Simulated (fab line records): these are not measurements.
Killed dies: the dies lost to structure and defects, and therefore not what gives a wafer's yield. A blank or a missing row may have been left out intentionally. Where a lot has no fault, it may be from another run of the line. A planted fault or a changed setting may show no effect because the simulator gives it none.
Chamber matching    flow n5 finfet    ald sin-02 running N5_SPACER0_ALD_00: 4 sister chambers
The step deposits SiOCN, target thk 3.5 nm, pulse time 3 s, purge time 2 s. 8 wafers are shown with their chamber, then 7 later ones without.

WAFERS WITH THEIR CHAMBER
wafer   chamber  heater power w (W)  precursor pulse height rel
L084.3  1        943                 1.037
L084.5  2        648                 1.018
L084.6  3        768                 1.006
L086.2  0        764                 1.028
L086.3  3        760                 1.005
L086.6  0        775                 1.028
L095.1  2        657                 1.032
L095.4  1        936                 1.024

WAFERS WITH NO CHAMBER GIVEN
wafer   heater power w (W)  precursor pulse height rel
L095.6  786                 0.997
L094.1  778                 0.986
L094.2  773                 0.992
L094.6  965                 1.006
L097.1  768                 0.981
L097.2  954                 0.989
L097.6  778                 0.998

WHICH CHAMBER EACH WENT THROUGH
wafer    from the rows above       in truth
L095.6   can't be placed: 3 or 0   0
L094.1   3                         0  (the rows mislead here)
L094.2   3                         3
L094.6   1                         1
L097.1   3                         3
L097.2   1                         1
L097.6   3                         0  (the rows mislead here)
Placed correctly: 4 of 7. Unplaceable from these rows: 1, with the true chamber sitting among the candidates in 1. Placed wrongly: 2.
How it was worked out, from the rows above alone: a wafer's distance from a chamber is the root of the sum, over the readings, of the square of ((its reading less the chamber's mean) divided by the reading's scatter). If the next closest chamber is less than 2 further off than the closest, the wafer can't be placed; otherwise it belongs to the closest. For every chamber, the mean is computed from those of its wafers that are shown. The scatter is the square root of a quotient: the sum, over the shown wafers, of each reading's squared deviation from its chamber's mean, divided by wafers minus chambers.
